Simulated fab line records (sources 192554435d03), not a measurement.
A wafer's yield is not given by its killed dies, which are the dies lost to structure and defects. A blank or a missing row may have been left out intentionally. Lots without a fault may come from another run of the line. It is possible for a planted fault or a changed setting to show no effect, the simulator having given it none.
Matching of chambers ; flow n5Finfet ; cmp-02 running N5_BEOL_M15_CMP_49: 4 sister chambers
The step polishes, stops on SiO2, t overpolish 4.9 s, target thk 850 nm. 14 wafers are shown with their chamber, then 7 later ones without.

WAFERS, EACH WITH ITS CHAMBER
wafer;chamber;motorCurrentA (A);overpolishRunS (s);barrierFieldEndpointS (s)
L074.1;2;7.9;4.902;11.27
L074.4;0;8.9;4.887;11.24
L074.6;1;8.8;4.893;11.41
L080.2;1;8.5;4.916;11.13
L080.3;0;9.0;4.895;11.46
L080.6;3;8.9;4.888;11.50
L087.2;0;9.2;4.898;11.21
L087.4;3;9.4;4.879;11.14
L087.5;0;9.6;4.917;11.21
L088.3;0;8.9;4.905;11.32
L088.4;3;8.8;4.894;11.63
L088.5;0;8.5;4.896;11.41
L089.1;1;8.6;4.912;11.26
L089.2;3;8.7;4.892;11.78

SIGNATURES, as means of the wafers listed above
reading;chamber 0;chamber 1;chamber 2;chamber 3;scatter within a chamber
motorCurrentA;9.017;8.633;7.900;8.950;0.317
overpolishRunS;4.89967;4.90700;4.90200;4.88825;0.00981
barrierFieldEndpointS;11.3083;11.2667;11.2700;11.5125;0.179
Rule: a wafer lies at a distance from a chamber equal to the root of the sum of squares, over the readings, of (its reading less the chamber's mean, divided by the reading's scatter). The wafer belongs to the nearest chamber; if the next one is less than 2 further off, it can't be placed. The scatter is the square root of a quotient: the sum, over the shown wafers, of each reading's squared deviation from its chamber's mean, divided by wafers minus chambers.

WAFERS MISSING THEIR CHAMBER
wafer;motorCurrentA (A);overpolishRunS (s);barrierFieldEndpointS (s)
L089.6;8.6;4.895;11.58
L091.3;8.0;4.898;11.25
L091.4;8.8;4.892;11.57
L091.5;8.0;4.900;10.89
L092.1;8.1;4.914;11.25
L092.2;9.5;4.893;11.46
L092.5;8.0;4.876;11.36

EACH ONE'S CHAMBER
wafer;from the rows above;in truth
L089.6;can't be placed: 3 or 0 or 1 or 2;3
L091.3;can't be placed: 2 or 1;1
L091.4;can't be placed: 3 or 0 or 1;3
L091.5;can't be placed: 2 or 1 or 0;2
L092.1;can't be placed: 2 or 1 or 0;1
L092.2;can't be placed: 3 or 0 or 1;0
L092.5;can't be placed: 2 or 3 or 1 or 0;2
0 of 7 placed correctly. These rows do not allow placing 7 (true chamber among the candidates in 7). Placed wrongly: 0.
